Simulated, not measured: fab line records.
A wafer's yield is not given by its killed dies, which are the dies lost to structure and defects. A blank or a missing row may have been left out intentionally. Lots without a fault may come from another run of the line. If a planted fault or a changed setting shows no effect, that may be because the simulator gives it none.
fab line records	flow n5-finfet
record: lots: 24	wafers: 72	last-day: 17
route steps=1938 shown BEOL_M8@1370 BEOL_M9@1401
lots that met no fault: from a run of the same line without faults
start-h: the number of hours between the record's first day and the start of the first shown wafer of the lot	wait-h: time in hours since the lot's previous step	" unchanged from the row above	L1.1+2: a row that stands for several wafers	- no value present, or no start provided	* or withheld: withheld	< > ~ a bound
route shown NAME@n: names a module that has steps shown in the file, with the first one's number in the route	usual: mean/standard deviation of fault-free wafers	same: alike in all rows	chamber/n: place in a boat	sites: per-site readings	_std_site: standard deviation of those values	_edge_site: outer sites' mean less inner sites'	radius-mm: for every site, how far away it sits from the centre of the wafer	mask NAME#n: copy n	behind: the tool/chamber that last shaped the wafer	hold: cause of the lot's hold/its duration in hours/its outcome	device: the transistor (n, p or np) that didn't switch	end of line: the same wafers' tests at the end of the route	a step with no rows: only its recipe	killed: not the wafer's yield, but the dies lost to structure and defects at the first sort	map: a wafer's dies, marking killed ones x, the rest . and places with no die _
set.NAME: setting as actually run; set.NAME@STEP: the setting as run at that earlier step	model.NAME: the simulator's own value behind a step, which no gauge read
steps of the route over a sample of lots; a table a step, a row a wafer
services: the hour from which a tool's chamber was out of use, counted from the record's first day as start-h (under 0 if before that day), plus the number of hours and why
== steps ==
step: N5_BEOL_M8_ETCH_65
recipe: chemistry: CF4	target: SiARC	target-depth-a: 156	mask-material: CAR-EUV	time-s: 26	ion-energy-ev: 80	pressure-mtorr: 40	source-w: 545	bias-w: 36	Ar_flow_sccm: 100	cf4-flow-sccm: 100	ends: cleared
usual: cf4-flow-sccm: 100.00/0.29	drypump-motor-current-A: 5.9/0.39	etch-rf-on-time-s: 26.1/0.4	oes-product-au: 0.68/0.09	rf-vpp-V: 184.1/0.96	showerhead-plenum-p-Torr: 2.14/0.049	throttle-valve-pct: 15.65/0.25
lot.wafer	tool	chamber	start-h	wait-h	cf4-flow-sccm	drypump-motor-current-A	etch-rf-on-time-s	oes-product-au	rf-hours-counter-h	rf-vpp-V	showerhead-plenum-p-Torr	throttle-valve-pct
L074.1	rie-diel-03	0	183.44	0.0	100.36	5.5	26.3	0.59	227	185.3	2.20	15.65
L074.3	"	3	"	"	100.37	6.1	26.4	0.60	237	183.9	2.11	15.75
L074.5	"	2	"	"	100.20	5.8	26.7	0.60	-	184.5	2.12	15.80
L077.1	rie-diel-03	1	207.14	0.0	100.26	6.0	25.6	0.83	2	184.1	2.11	15.47
L077.4	"	3	"	"	100.08	6.1	26.5	0.59	248	182.9	2.10	15.77
L077.6	"	0	"	"	99.83	5.5	25.9	0.59	-	184.7	2.20	15.66
L078.1	rie-diel-04	0	220.69	0.0	100.29	5.4	26.6	0.58	241	184.4	2.11	15.68
L078.2	"	2	"	"	99.98	5.2	25.9	0.61	205	184.1	2.12	15.94
L078.3	"	3	"	"	100.20	6.0	25.8	0.79	12	184.9	2.11	15.31
L075.3	rie-diel-01	3	221.04	0.0	100.16	6.1	25.8	0.71	70	184.7	2.17	15.70
L075.5	"	2	"	"	100.13	5.9	26.1	0.63	-	183.5	2.14	15.52
L075.6	"	1	"	"	99.80	6.6	25.8	0.61	-	183.6	2.12	15.91
L076.1	rie-diel-04	1	229.14	0.0	99.94	5.7	26.2	0.65	158	184.9	2.22	15.90
L076.4	"	0	"	"	100.51	5.4	26.4	0.58	245	182.9	2.11	15.67
L076.5	"	1	"	"	100.30	5.7	26.0	0.64	-	185.5	2.22	15.89
L080.1	rie-diel-03	2	235.49	0.0	100.23	5.8	26.5	0.59	205	182.6	2.12	15.83
L080.2	"	3	"	"	99.66	6.1	25.2	0.88	0	182.9	2.10	15.31
L080.6	"	3	"	"	100.05	6.1	25.5	0.87	-	183.0	2.10	15.28
L079.2	rie-diel-03	3	240.86	0.0	99.81	6.1	25.5	0.86	2	184.3	2.10	15.28
L079.3	"	1	"	"	100.62	6.0	25.7	0.79	13	183.9	2.11	15.52
L079.5	"	0	"	"	99.60	5.5	26.1	0.57	-	184.4	2.19	15.69
L081.2	rie-diel-04	3	260.43	0.0	99.72	6.0	25.4	0.76	30	182.3	2.10	15.33
L081.4	"	1	"	"	100.12	5.7	25.9	0.63	-	185.2	2.22	15.91
L081.5	"	3	"	"	99.73	6.0	25.5	0.77	-	184.7	2.10	15.34
L083.1	rie-diel-03	0	261.81	0.0	99.59	5.5	25.7	0.87	1	183.5	2.19	15.21
L083.3	"	2	"	"	100.21	5.8	26.7	0.58	214	183.9	2.11	15.86
L083.5	"	3	"	"	100.08	6.1	25.6	0.83	-	182.2	2.10	15.31
L082.3	rie-diel-03	3	269.31	0.0	99.53	6.1	25.5	0.82	13	183.3	2.10	15.30
L082.4	"	2	"	"	99.78	5.8	26.9	0.57	-	184.1	2.11	15.84
L082.5	"	0	"	"	100.09	5.5	25.4	0.85	-	184.7	2.19	15.21
L084.1	rie-diel-04	1	269.36	0.0	99.67	5.7	25.8	0.64	175	183.2	2.22	15.92
L084.3	"	2	"	"	100.17	5.1	25.7	0.60	225	182.6	2.12	15.98
L084.5	"	2	"	"	99.54	5.1	25.9	0.60	-	183.9	2.12	15.99
L085.2	rie-diel-04	1	272.58	0.0	100.33	5.7	26.4	0.63	175	185.6	2.22	15.93
L085.4	"	0	"	"	99.61	5.4	26.6	0.82	3	182.4	2.11	15.21
L085.5	"	2	"	"	100.04	5.1	26.2	0.60	-	182.8	2.12	15.98
L086.2	rie-diel-01	2	279.73	0.0	99.93	5.9	26.3	0.61	183	185.0	2.14	15.57
L086.4	"	0	"	"	100.26	6.5	26.3	0.71	68	184.3	2.26	15.70
L086.6	"	3	"	"	99.72	6.1	25.8	0.69	-	185.2	2.16	15.72
L088.3	rie-diel-04	2	286.91	0.0	99.93	5.2	26.0	0.60	231	184.0	2.11	15.97
L088.4	"	3	"	"	100.04	6.0	25.9	0.74	39	184.5	2.10	15.35
L088.5	"	3	"	"	99.92	6.0	25.9	0.75	-	183.6	2.10	15.36
L087.2	rie-diel-04	2	288.20	0.0	100.82	5.1	26.0	0.59	232	182.8	2.11	15.97
L087.3	"	3	"	"	99.75	6.0	25.8	0.74	39	181.7	2.10	15.36
L087.4	"	1	"	"	99.73	5.7	26.3	0.63	181	185.6	2.21	15.94
L089.1	rie-diel-01	2	288.38	0.0	100.13	5.9	26.1	0.62	186	183.5	2.14	15.57
L089.3	"	0	"	"	100.32	6.5	26.0	0.70	71	183.4	2.26	15.73
L089.4	"	1	"	"	100.47	6.6	25.8	0.60	232	183.8	2.12	15.95
L090.1	rie-diel-03	2	305.28	0.0	100.04	5.8	27.3	0.57	231	183.2	2.11	15.87
L090.2	"	3	"	"	100.31	6.1	25.9	0.79	27	183.8	2.10	15.32
L090.3	"	0	"	"	100.15	5.5	25.9	0.81	17	184.9	2.19	15.22
L091.1	rie-diel-01	0	317.57	0.0	99.80	6.4	26.3	0.69	81	185.0	2.25	15.74
L091.2	"	3	"	"	99.21	6.1	26.1	0.68	103	183.5	2.16	15.76
L091.5	"	0	"	"	99.72	6.4	26.0	0.70	-	185.7	2.25	15.73
L092.1	rie-diel-03	2	317.93	0.0	100.27	5.8	27.0	0.57	235	184.7	2.11	15.90
L092.4	"	3	"	"	99.87	6.1	25.6	0.78	31	182.5	2.09	15.33
L092.5	"	3	"	"	99.89	6.1	25.5	0.78	-	183.5	2.09	15.35
L093.1	rie-diel-01	1	321.27	0.0	100.07	6.6	26.0	0.59	243	183.1	2.11	15.98
L093.2	"	2	"	"	99.96	5.9	26.2	0.61	195	183.2	2.13	15.58
L093.5	"	1	"	"	100.23	6.6	25.9	0.59	-	183.2	2.11	16.00
L094.2	rie-diel-01	0	321.67	0.0	99.83	6.5	26.2	0.69	82	183.4	2.25	15.74
L094.3	"	1	"	"	99.72	6.6	25.9	0.60	243	184.4	2.11	15.97
L094.5	"	3	"	"	100.42	6.1	26.1	0.68	-	185.1	2.16	15.76
L095.2	rie-diel-03	0	333.72	0.0	99.75	5.5	25.6	0.80	28	185.8	2.18	15.23
L095.4	"	1	"	"	99.85	6.0	25.7	0.75	-	183.3	2.10	15.56
L095.6	"	3	"	"	99.93	6.1	25.5	0.77	-	184.5	2.09	15.35
L096.1	rie-diel-01	2	337.23	0.0	100.06	5.9	26.9	0.60	202	183.1	2.13	15.62
L096.2	"	0	"	"	99.64	6.5	26.6	0.68	89	185.7	2.25	15.76
L096.6	"	3	"	"	99.82	6.1	26.3	0.66	-	184.9	2.16	15.77
L097.1	rie-diel-04	1	342.97	0.0	100.47	5.7	26.2	0.62	199	185.2	2.21	15.96
L097.2	"	0	"	"	99.96	5.4	26.7	0.75	26	185.3	2.10	15.24
L097.4	"	2	"	"	99.25	5.1	26.0	0.59	249	183.2	2.11	16.02
step: N5_BEOL_M8_STRIP_80
recipe: chemistry: N2/H2	time-s: 10	power-w: 450	temp-c: 40	pressure-mtorr: 20	rf-frequency-hz: 6e+07	bias-power-w: 7	n2-flow-sccm: 200	h2-flow-sccm: 200
usual: drypump-motor-current-A: 5.9/0.39	oes-product-au: 0.79/0.1	rf-vpp-V: 59.3/0.87	showerhead-plenum-p-Torr: 2.54/0.062	throttle-valve-pct: 23.76/0.23
same: time-s: 10
lot.wafer	tool	chamber	start-h	wait-h	drypump-motor-current-A	oes-product-au	rf-hours-counter-h	rf-vpp-V	showerhead-plenum-p-Torr	throttle-valve-pct
L074.1	rie-diel-03	0	-	-	5.5	0.69	227	60.9	2.62	23.62
L074.3	"	3	"	"	6.2	0.69	237	58.6	2.50	23.64
L074.5	"	2	"	"	5.8	0.71	-	59.9	2.53	23.74
L077.1	rie-diel-03	1	-	-	6.0	0.97	2	58.9	2.50	23.81
L077.4	"	3	"	"	6.2	0.68	248	58.9	2.49	23.68
L077.6	"	0	"	"	5.5	0.69	-	59.1	2.61	23.63
L078.1	rie-diel-04	0	-	-	5.4	0.68	241	60.0	2.50	23.89
L078.2	"	2	"	"	5.2	0.71	206	58.5	2.51	23.91
L078.3	"	3	"	"	6.1	0.94	13	57.9	2.49	23.64
L075.3	rie-diel-01	3	-	-	6.1	0.84	70	57.5	2.57	23.81
L075.5	"	2	"	"	5.9	0.75	-	60.9	2.54	23.67
L075.6	"	1	"	"	6.7	0.71	-	58.8	2.51	24.07
L076.1	rie-diel-04	1	-	-	5.7	0.75	158	61.2	2.65	24.08
L076.4	"	0	"	"	5.4	0.68	245	59.5	2.50	23.88
L076.5	"	1	"	"	5.7	0.76	-	60.0	2.65	24.07
L080.1	rie-diel-03	2	-	-	5.8	0.69	205	59.1	2.52	23.77
L080.2	"	3	"	"	6.1	1.02	0	59.6	2.49	23.33
L080.6	"	3	"	"	6.1	1.01	-	58.4	2.49	23.33
L079.2	rie-diel-03	3	-	-	6.1	0.99	2	58.8	2.49	23.32
L079.3	"	1	"	"	6.0	0.92	14	58.8	2.49	23.85
L079.5	"	0	"	"	5.5	0.67	-	60.2	2.61	23.65
L081.2	rie-diel-04	3	-	-	6.1	0.89	30	57.6	2.49	23.70
L081.4	"	1	"	"	5.7	0.74	-	58.8	2.64	24.10
L081.5	"	3	"	"	6.1	0.89	-	60.1	2.49	23.67
L083.1	rie-diel-03	0	-	-	5.5	1.01	1	59.2	2.61	23.27
L083.3	"	2	"	"	5.8	0.69	214	59.0	2.52	23.79
L083.5	"	3	"	"	6.2	0.97	-	59.3	2.49	23.34
L082.3	rie-diel-03	3	-	-	6.2	0.95	13	59.6	2.49	23.36
L082.4	"	2	"	"	5.8	0.68	-	58.6	2.52	23.79
L082.5	"	0	"	"	5.5	0.99	-	60.1	2.61	23.30
L084.1	rie-diel-04	1	-	-	5.7	0.74	175	60.4	2.64	24.11
L084.3	"	2	"	"	5.2	0.71	226	59.9	2.50	23.94
L084.5	"	2	"	"	5.1	0.71	-	57.2	2.50	23.94
L085.2	rie-diel-04	1	-	-	5.7	0.73	176	59.4	2.64	24.09
L085.4	"	0	"	"	5.4	0.95	3	59.7	2.50	23.56
L085.5	"	2	"	"	5.2	0.70	-	59.8	2.50	23.94
L086.2	rie-diel-01	2	-	-	5.9	0.72	183	58.6	2.53	23.70
L086.4	"	0	"	"	6.5	0.83	68	59.1	2.68	23.77
L086.6	"	3	"	"	6.1	0.81	-	61.2	2.56	23.84
L088.3	rie-diel-04	2	-	-	5.1	0.69	231	60.3	2.50	23.95
L088.4	"	3	"	"	6.0	0.87	39	58.8	2.48	23.69
L088.5	"	3	"	"	6.0	0.88	-	59.2	2.48	23.69
L087.2	rie-diel-04	2	-	-	5.1	0.70	232	59.7	2.50	23.93
L087.3	"	3	"	"	6.1	0.88	39	60.6	2.48	23.68
L087.4	"	1	"	"	5.7	0.74	181	59.7	2.64	24.10
L089.1	rie-diel-01	2	-	-	5.9	0.72	187	58.7	2.53	23.71
L089.3	"	0	"	"	6.5	0.83	71	60.2	2.68	23.77
L089.4	"	1	"	"	6.6	0.70	232	57.9	2.50	24.10
L090.1	rie-diel-03	2	-	-	5.8	0.67	231	60.6	2.51	23.81
L090.2	"	3	"	"	6.2	0.93	27	59.9	2.48	23.37
L090.3	"	0	"	"	5.5	0.96	18	60.0	2.60	23.31
L091.1	rie-diel-01	0	-	-	6.5	0.82	82	58.8	2.67	23.80
L091.2	"	3	"	"	6.1	0.80	103	58.5	2.55	23.86
L091.5	"	0	"	"	6.5	0.81	-	59.4	2.67	23.79
L092.1	rie-diel-03	2	-	-	5.8	0.67	236	58.5	2.51	23.81
L092.4	"	3	"	"	6.1	0.92	31	58.7	2.48	23.35
L092.5	"	3	"	"	6.1	0.91	-	57.8	2.48	23.37
L093.1	rie-diel-01	1	-	-	6.7	0.69	243	59.1	2.50	24.12
L093.2	"	2	"	"	5.9	0.71	196	60.4	2.52	23.71
L093.5	"	1	"	"	6.7	0.69	-	60.0	2.50	24.12
L094.2	rie-diel-01	0	-	-	6.5	0.82	83	59.1	2.67	23.80
L094.3	"	1	"	"	6.6	0.69	243	59.9	2.50	24.11
L094.5	"	3	"	"	6.1	0.80	-	59.0	2.55	23.87
L095.2	rie-diel-03	0	-	-	5.5	0.93	28	59.9	2.60	23.31
L095.4	"	1	"	"	6.0	0.87	-	59.0	2.48	23.87
L095.6	"	3	"	"	6.1	0.91	-	59.2	2.48	23.38
L096.1	rie-diel-01	2	-	-	5.9	0.70	202	58.9	2.52	23.73
L096.2	"	0	"	"	6.4	0.80	90	60.0	2.67	23.81
L096.6	"	3	"	"	6.1	0.78	-	58.4	2.55	23.87
L097.1	rie-diel-04	1	-	-	5.7	0.72	199	59.4	2.63	24.15
L097.2	"	0	"	"	5.4	0.90	26	58.1	2.49	23.58
L097.4	"	2	"	"	5.1	0.69	250	60.1	2.49	23.95
step: N5_BEOL_M8_PRE_CLEAN_45
recipe: gas: H2/He	time-s: 30	temp-c: 250
usual: heater-power-w: 333/20
same: time-s: 30
lot.wafer	tool	chamber	start-h	wait-h	heater-power-w
L074.1	pvd-sputter-02	-	184.41	0.0	338
L074.3	"	-	"	"	345
L074.5	"	-	"	"	332
L077.1	pvd-sputter-02	-	208.08	0.0	331
L077.4	"	-	"	"	345
L077.6	"	-	"	"	347
L078.1	pvd-sputter-01	-	221.66	0.0	270
L078.2	"	-	"	"	347
L078.3	"	-	"	"	317
L075.3	pvd-sputter-02	-	222.24	0.0	349
L075.5	"	-	"	"	337
L075.6	"	-	"	"	347
L076.1	pvd-sputter-02	-	230.13	0.0	330
L076.4	"	-	"	"	340
L076.5	"	-	"	"	325
L080.1	pvd-sputter-02	-	236.70	0.0	322
L080.2	"	-	"	"	352
L080.6	"	-	"	"	352
L079.2	pvd-sputter-01	-	241.91	0.0	253
L079.3	"	-	"	"	327
L079.5	"	-	"	"	349
L081.2	pvd-sputter-02	-	261.83	0.0	349
L081.4	"	-	"	"	343
L081.5	"	-	"	"	327
L083.1	pvd-sputter-02	-	264.81	0.0	344
L083.3	"	-	"	"	341
L083.5	"	-	"	"	346
L082.3	pvd-sputter-01	-	270.36	0.0	321
L082.4	"	-	"	"	320
L082.5	"	-	"	"	320
L084.1	pvd-sputter-03	-	270.44	0.0	317
L084.3	"	-	"	"	344
L084.5	"	-	"	"	345
L085.2	pvd-sputter-03	-	273.62	0.0	278
L085.4	"	-	"	"	317
L085.5	"	-	"	"	288
L086.2	pvd-sputter-02	-	280.66	0.0	346
L086.4	"	-	"	"	348
L086.6	"	-	"	"	337
L088.3	pvd-sputter-01	-	288.60	0.0	352
L088.4	"	-	"	"	326
L088.5	"	-	"	"	267
L087.2	pvd-sputter-02	-	289.45	0.0	343
L087.3	"	-	"	"	317
L087.4	"	-	"	"	345
L089.1	pvd-sputter-02	-	289.75	0.0	348
L089.3	"	-	"	"	334
L089.4	"	-	"	"	341
L090.1	pvd-sputter-02	-	306.22	0.0	348
L090.2	"	-	"	"	332
L090.3	"	-	"	"	354
L091.1	pvd-sputter-02	-	318.65	0.0	339
L091.2	"	-	"	"	341
L091.5	"	-	"	"	347
L092.1	pvd-sputter-02	-	319.07	0.0	348
L092.4	"	-	"	"	326
L092.5	"	-	"	"	328
L093.1	pvd-sputter-03	-	322.52	0.0	324
L093.2	"	-	"	"	348
L093.5	"	-	"	"	327
L094.2	pvd-sputter-03	-	322.78	0.0	326
L094.3	"	-	"	"	344
L094.5	"	-	"	"	347
L095.2	pvd-sputter-02	-	334.84	0.0	332
L095.4	"	-	"	"	338
L095.6	"	-	"	"	321
L096.1	pvd-sputter-03	-	338.94	0.0	345
L096.2	"	-	"	"	319
L096.6	"	-	"	"	342
L097.1	pvd-sputter-02	-	343.91	0.0	327
L097.2	"	-	"	"	340
L097.4	"	-	"	"	336
step: N5_BEOL_M8_ALD_77
recipe: material: TaN	target-thk-a: 20	temp-c: 275	ald-precursor-family: PDMAT	ald-co-reactant: NH3	pressure-torr: 3	carrier-flow-sccm: 1500	pulse-time-s: 2	purge-time-s: 3	co-reactant-purge-time-s: 2	co-reactant-pulse-time-s: 3	ald-cycles: 40	precursor-vessel-temp-c: 75	precursor-vessel-pressure-torr: 26.25	precursor-vessel-carrier-sccm: 1000
usual: heater-power-w: 434/39
same: ald-cycles: 40
lot.wafer	tool	chamber	start-h	wait-h	heater-power-w
L074.1	ald-metal-01	0	184.53	0.1	465
L074.3	"	1	"	"	449
L074.5	"	3	"	"	389
L077.1	ald-metal-04	0	208.14	0.0	445
L077.4	"	1	"	"	482
L077.6	"	2	"	"	354
L078.1	ald-metal-01	1	221.73	0.0	457
L078.2	"	2	"	"	464
L078.3	"	0	"	"	465
L075.3	ald-metal-01	0	222.30	0.0	452
L075.5	"	3	"	"	399
L075.6	"	0	"	"	456
L076.1	ald-metal-04	1	230.20	0.0	479
L076.4	"	3	"	"	409
L076.5	"	0	"	"	451
L080.1	ald-metal-02	0	236.76	0.0	472
L080.2	"	2	"	"	375
L080.6	"	0	"	"	466
L079.2	ald-metal-04	0	241.99	0.1	451
L079.3	"	2	"	"	353
L079.5	"	2	"	"	353
L081.2	ald-metal-04	0	262.12	0.3	451
L081.4	"	3	"	"	407
L081.5	"	1	"	"	489
L083.1	ald-metal-04	0	264.87	0.0	442
L083.3	"	2	"	"	357
L083.5	"	2	"	"	371
L082.3	ald-metal-04	1	270.42	0.0	479
L082.4	"	0	"	"	441
L082.5	"	0	"	"	445
L084.1	ald-metal-01	0	270.50	0.0	474
L084.3	"	1	"	"	440
L084.5	"	1	"	"	466
L085.2	ald-metal-02	0	273.68	0.0	483
L085.4	"	0	"	"	470
L085.5	"	3	"	"	418
L086.2	ald-metal-04	3	280.74	0.1	403
L086.4	"	2	"	"	362
L086.6	"	0	"	"	451
L088.3	ald-metal-04	3	288.66	0.0	407
L088.4	"	2	"	"	356
L088.5	"	2	"	"	348
L087.2	ald-metal-04	3	289.51	0.0	414
L087.3	"	2	"	"	349
L087.4	"	0	"	"	451
L089.1	ald-metal-01	3	289.81	0.0	380
L089.3	"	1	"	"	466
L089.4	"	0	"	"	459
L090.1	ald-metal-01	2	306.33	0.1	454
L090.2	"	0	"	"	468
L090.3	"	3	"	"	385
L091.1	ald-metal-01	2	318.71	0.0	447
L091.2	"	1	"	"	463
L091.5	"	3	"	"	400
L092.1	ald-metal-02	1	319.13	0.0	448
L092.4	"	1	"	"	447
L092.5	"	0	"	"	467
L093.1	ald-metal-01	2	322.58	0.0	463
L093.2	"	0	"	"	471
L093.5	"	3	"	"	397
L094.2	ald-metal-02	0	322.86	0.1	472
L094.3	"	3	"	"	413
L094.5	"	0	"	"	476
L095.2	ald-metal-01	2	334.90	0.0	440
L095.4	"	0	"	"	453
L095.6	"	3	"	"	387
L096.1	ald-metal-02	3	339.23	0.3	419
L096.2	"	1	"	"	445
L096.6	"	1	"	"	447
L097.1	ald-metal-01	0	343.97	0.0	456
L097.2	"	3	"	"	400
L097.4	"	1	"	"	456
step: N5_BEOL_M8_DEP_56
recipe: material: SiCN	target-thk-a: 100	temp-c: withheld	precursor: 3MS/NH3	pressure-torr: 3	rf-w: 202	time-s: 17.5
usual: showerhead-plenum-p-Torr: 3.662/0.0091	throttle-valve-pct: 8.9/0.32
same: time-s: 17.5
lot.wafer	tool	chamber	start-h	wait-h	showerhead-plenum-p-Torr	throttle-valve-pct
L074.1	pecvd-03	1	186.30	0.0	3.652	8.6
L074.3	"	0	"	"	3.654	8.6
L074.5	"	0	"	"	3.664	8.7
L077.1	pecvd-01	1	210.59	0.0	3.665	9.0
L077.4	"	2	"	"	3.679	9.2
L077.6	"	2	"	"	3.680	9.1
L078.1	pecvd-03	2	223.70	0.0	3.657	8.4
L078.2	"	0	"	"	3.666	8.9
L078.3	"	1	"	"	3.661	8.8
L075.3	pecvd-03	0	225.26	0.0	3.666	8.7
L075.5	"	0	"	"	3.663	8.8
L075.6	"	2	"	"	3.650	8.5
L076.1	pecvd-03	2	233.22	0.0	3.650	8.7
L076.4	"	0	"	"	3.665	8.9
L076.5	"	1	"	"	3.659	8.4
L080.1	pecvd-03	1	238.25	0.0	3.658	9.0
L080.2	"	0	"	"	3.659	8.9
L080.6	"	1	"	"	3.668	8.5
L079.2	pecvd-01	0	243.51	0.0	3.667	9.1
L079.3	"	2	"	"	3.671	9.1
L079.5	"	2	"	"	3.676	8.8
L081.2	pecvd-03	0	265.76	0.0	3.664	9.0
L081.4	"	0	"	"	3.665	8.9
L081.5	"	1	"	"	3.670	8.5
L083.1	pecvd-01	1	266.25	0.0	3.664	9.0
L083.3	"	2	"	"	3.668	9.1
L083.5	"	0	"	"	3.668	9.1
L082.3	pecvd-03	0	272.22	0.0	3.665	8.9
L082.4	"	0	"	"	3.654	8.6
L082.5	"	2	"	"	3.652	9.2
L084.1	pecvd-04	0	272.29	0.0	3.660	8.9
L084.3	"	1	"	"	3.656	9.3
L084.5	"	1	"	"	3.654	9.8
L085.2	pecvd-04	1	275.26	0.0	3.654	9.8
L085.4	"	2	"	"	3.659	8.6
L085.5	"	1	"	"	3.667	9.7
L086.2	pecvd-04	2	282.64	0.0	3.671	8.4
L086.4	"	2	"	"	3.668	8.5
L086.6	"	1	"	"	3.647	9.6
L088.3	pecvd-01	0	290.11	0.0	3.674	9.1
L088.4	"	1	"	"	3.668	9.1
L088.5	"	0	"	"	3.669	9.0
L087.2	pecvd-04	0	290.95	0.0	3.658	8.8
L087.3	"	1	"	"	3.664	9.4
L087.4	"	2	"	"	3.662	8.4
L089.1	pecvd-01	2	291.65	0.0	3.673	9.1
L089.3	"	1	"	"	3.672	8.8
L089.4	"	1	"	"	3.664	9.1
L090.1	pecvd-01	1	310.08	0.0	3.657	9.2
L090.2	"	2	"	"	3.665	9.3
L090.3	"	0	"	"	3.654	8.7
L091.1	pecvd-03	1	320.12	0.0	3.649	8.5
L091.2	"	0	"	"	3.668	8.8
L091.5	"	1	"	"	3.662	9.0
L092.1	pecvd-03	2	322.04	0.0	3.651	8.6
L092.4	"	0	"	"	3.661	8.6
L092.5	"	2	"	"	3.649	9.1
L093.1	pecvd-04	2	324.32	0.0	3.665	8.5
L093.2	"	0	"	"	3.661	8.8
L093.5	"	2	"	"	3.660	8.5
L094.2	pecvd-03	2	324.73	0.0	3.651	8.6
L094.3	"	0	"	"	3.647	9.0
L094.5	"	0	"	"	3.665	8.7
L095.2	pecvd-04	1	336.34	0.0	3.665	9.4
L095.4	"	2	"	"	3.666	8.5
L095.6	"	1	"	"	3.651	9.8
L096.1	pecvd-01	0	343.50	0.0	3.672	8.8
L096.2	"	2	"	"	3.679	9.1
L096.6	"	1	"	"	3.665	9.1
L097.1	pecvd-01	2	345.63	0.0	3.661	9.3
L097.2	"	0	"	"	3.663	9.0
L097.4	"	0	"	"	3.666	9.2
step: N5_BEOL_M9_ILD_DEP_00
recipe: material: SiCOH_lowk	target-thk-a: 3085.1	temp-c: 300	precursor: DEMS/porogen	pressure-torr: 5	rf-w: 500	time-s: 58
usual: heater-power-w: 275/42	showerhead-plenum-p-Torr: 5.735/0.017	throttle-valve-pct: 13.7/0.6
same: time-s: 58
lot.wafer	tool	chamber	start-h	wait-h	heater-power-w	showerhead-plenum-p-Torr	throttle-valve-pct
L074.1	pecvd-03	0	186.43	0.0	322	5.741	13.1
L074.3	"	1	"	"	253	5.734	13.6
L074.5	"	0	"	"	319	5.746	13.4
L077.1	pecvd-03	2	210.74	0.0	269	5.720	13.3
L077.4	"	2	"	"	276	5.719	13.2
L077.6	"	0	"	"	254	5.737	13.2
L078.1	pecvd-01	2	223.83	0.0	198	5.742	13.6
L078.2	"	1	"	"	230	5.744	14.0
L078.3	"	0	"	"	246	5.738	14.2
L075.3	pecvd-02	0	225.39	0.0	286	5.708	14.5
L075.5	"	0	"	"	292	5.701	14.2
L075.6	"	2	"	"	320	5.744	12.7
L076.1	pecvd-01	2	233.36	0.0	208	5.747	13.7
L076.4	"	0	"	"	230	5.740	13.7
L076.5	"	2	"	"	212	5.735	14.0
L080.1	pecvd-03	0	238.38	0.0	286	5.730	13.4
L080.2	"	2	"	"	312	5.721	13.3
L080.6	"	0	"	"	296	5.743	13.4
L079.2	pecvd-03	0	243.64	0.0	295	5.731	13.3
L079.3	"	2	"	"	335	5.714	13.2
L079.5	"	2	"	"	329	5.718	13.7
L081.2	pecvd-01	2	265.90	0.0	209	5.735	13.9
L081.4	"	2	"	"	213	5.752	13.8
L081.5	"	1	"	"	201	5.748	13.9
L083.1	pecvd-02	2	266.38	0.0	318	5.751	12.8
L083.3	"	0	"	"	253	5.714	14.6
L083.5	"	0	"	"	265	5.707	14.5
L082.3	pecvd-02	2	272.35	0.0	274	5.757	12.7
L082.4	"	1	"	"	273	5.740	14.2
L082.5	"	0	"	"	283	5.708	14.6
L084.1	pecvd-03	1	272.43	0.0	247	5.730	13.6
L084.3	"	0	"	"	297	5.752	13.4
L084.5	"	1	"	"	255	5.718	13.4
L085.2	pecvd-02	0	275.39	0.0	311	5.697	14.3
L085.4	"	1	"	"	314	5.754	14.1
L085.5	"	0	"	"	244	5.708	14.6
L086.2	pecvd-02	2	282.77	0.0	259	5.742	12.5
L086.4	"	1	"	"	312	5.758	14.1
L086.6	"	2	"	"	277	5.748	12.8
L088.3	pecvd-03	1	290.25	0.0	212	5.732	13.3
L088.4	"	0	"	"	327	5.744	13.4
L088.5	"	1	"	"	225	5.725	13.3
L087.2	pecvd-03	0	291.08	0.0	273	5.732	13.4
L087.3	"	2	"	"	303	5.709	13.4
L087.4	"	2	"	"	320	5.733	13.4
L089.1	pecvd-02	0	291.79	0.0	284	5.716	14.5
L089.3	"	2	"	"	310	5.734	12.8
L089.4	"	1	"	"	324	5.758	14.0
L090.1	pecvd-02	1	310.21	0.0	264	5.756	14.0
L090.2	"	0	"	"	307	5.727	14.7
L090.3	"	1	"	"	278	5.747	14.1
L091.1	pecvd-03	2	320.25	0.0	320	5.727	13.4
L091.2	"	1	"	"	251	5.733	13.4
L091.5	"	2	"	"	321	5.704	13.4
L092.1	pecvd-02	2	322.17	0.0	256	5.742	12.9
L092.4	"	0	"	"	311	5.715	14.4
L092.5	"	1	"	"	328	5.757	13.9
L093.1	pecvd-02	1	324.45	0.0	294	5.741	14.0
L093.2	"	0	"	"	287	5.708	14.7
L093.5	"	1	"	"	299	5.749	14.1
L094.2	pecvd-02	1	324.86	0.0	305	5.764	14.1
L094.3	"	2	"	"	310	5.739	12.9
L094.5	"	1	"	"	316	5.764	14.2
L095.2	pecvd-01	1	336.47	0.0	220	5.745	13.8
L095.4	"	2	"	"	192	5.761	13.7
L095.6	"	0	"	"	196	5.758	14.1
L096.1	pecvd-02	0	343.64	0.0	294	5.706	14.6
L096.2	"	2	"	"	314	5.755	12.9
L096.6	"	1	"	"	278	5.749	14.3
L097.1	pecvd-03	0	345.76	0.0	264	5.749	13.2
L097.2	"	2	"	"	324	5.733	13.4
L097.4	"	2	"	"	338	5.703	13.3
== services ==
tool	chamber	start-h	hours	kind
pecvd-03	2	166.60	19.3	repair
pecvd-01	-	168.36	5.5	pm
pecvd-04	-	172.05	0.9	repair
rie-diel-03	1	180.59	-	clean
rie-diel-03	1	180.59	-	consumable-replace:focus-ring
rie-diel-01	1	228.63	16.2	repair
pecvd-01	0	233.76	9.1	repair
rie-diel-03	-	239.55	1.0	repair
pecvd-02	1	242.54	2.1	repair
ald-metal-04	-	250.00	0.4	repair
ald-metal-02	-	258.73	0.5	repair
rie-diel-03	1	261.09	19.7	repair
pecvd-03	-	263.84	1.6	repair
pecvd-02	-	266.62	1.8	repair
ald-metal-01	3	266.96	2.9	repair
ald-metal-02	2	270.46	27.3	repair
pecvd-03	-	307.52	3.1	repair
ald-metal-02	2	308.79	27.3	repair
pecvd-01	-	316.10	14.6	pm
pecvd-02	2	325.63	3.6	repair
rie-diel-03	2	333.64	14.0	repair
pecvd-04	-	335.62	0.3	repair
ald-metal-04	-	337.25	14.0	pm
pvd-sputter-03	-	340.21	4.5	repair
== key ==
fault none
